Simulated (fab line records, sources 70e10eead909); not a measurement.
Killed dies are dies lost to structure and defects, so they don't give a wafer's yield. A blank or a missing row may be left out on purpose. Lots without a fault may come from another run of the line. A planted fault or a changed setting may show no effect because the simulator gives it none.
Tool commonality check | flow nand_harc | 1 lot, 3 wafers sampled

WHY IT WAS OPENED
At NHARC_END_SORT_01 the reading killed_at_periphery is flagged on 1 of 1 lot. Wafers without a fault read 3.4, standard deviation 2.7.
Rule: a lot is flagged when every wafer of it that has a number lies more than 4 standard deviations from that mean, or none has a number. The other lots count as sound.

lot  | measured     | on        | killed_at_periphery, wafer by wafer | flag
L298 | day 20 03:45 | prober-01 | 660 654 659                         | FLAGGED
The numbers of the flagged lots are 657.7 on average: +654.3 against the usual, or +99 or more standard deviations.

WHICH TOOL RAN EACH LOT
The record holds 3 process steps before the reading, out of a route of 1159 steps. In each cell: the tool, then ch and the chambers that the sampled wafers went through, then the start.
lot  | flag    | NHARC_P_GATE_EXPOSE_08           | NHARC_P_GATE_HM_DEP_102      | NHARC_P_GATE_STRIP_108
L298 | FLAGGED | krf_scanner-01 ch 0, day 4 16:41 | acl_dep-03 ch 0, day 5 05:26 | rie_diel-08 ch 1,3, day 5 07:42
What these steps do:
- NHARC_P_GATE_EXPOSE_08: exposes mask P HV.
- NHARC_P_GATE_HM_DEP_102: deposits aC, target thk 120 nm.
- NHARC_P_GATE_STRIP_108: strips in O2.
- NHARC_END_SORT_01

FLAGGED OVER TOTAL, TOOL BY TOOL (the gauges that took the reading come last)
step                    | tool           | lots run | flagged | share of the flagged lots | sound lots run after its first flagged lot
NHARC_P_GATE_EXPOSE_08  | krf_scanner-01 | 1        | 1       | all                       | 0
NHARC_P_GATE_HM_DEP_102 | acl_dep-03     | 1        | 1       | all                       | 0
NHARC_P_GATE_STRIP_108  | rie_diel-08    | 1        | 1       | all                       | 0
NHARC_END_SORT_01       | prober-01      | 1        | 1       | all                       | 0

WHAT THE TABLE ALLOWS
4 rows of the table ran every flagged lot: krf_scanner-01 at NHARC_P_GATE_EXPOSE_08, acl_dep-03 at NHARC_P_GATE_HM_DEP_102, rie_diel-08 at NHARC_P_GATE_STRIP_108, prober-01 at NHARC_END_SORT_01.
- krf_scanner-01 at NHARC_P_GATE_EXPOSE_08: 1 of its 1 lot flagged. It ran no sound lot before its first flagged lot in this sample, so the start can't be narrowed down.
- acl_dep-03 at NHARC_P_GATE_HM_DEP_102: 1 of its 1 lot flagged. It ran no sound lot before its first flagged lot in this sample, so the start can't be narrowed down.
- rie_diel-08 at NHARC_P_GATE_STRIP_108: 1 of its 1 lot flagged. It ran no sound lot before its first flagged lot in this sample, so the start can't be narrowed down.
- prober-01 at NHARC_END_SORT_01: 1 of its 1 lot flagged. It ran no sound lot before its first flagged lot in this sample, so the start can't be narrowed down.
Counting lots can't tell these 4 tools apart, because each fits a fault that began at some hour. More lots, or a look at what each step does to the wafer, might.

WHAT THE SIMULATOR HAD PUT IN
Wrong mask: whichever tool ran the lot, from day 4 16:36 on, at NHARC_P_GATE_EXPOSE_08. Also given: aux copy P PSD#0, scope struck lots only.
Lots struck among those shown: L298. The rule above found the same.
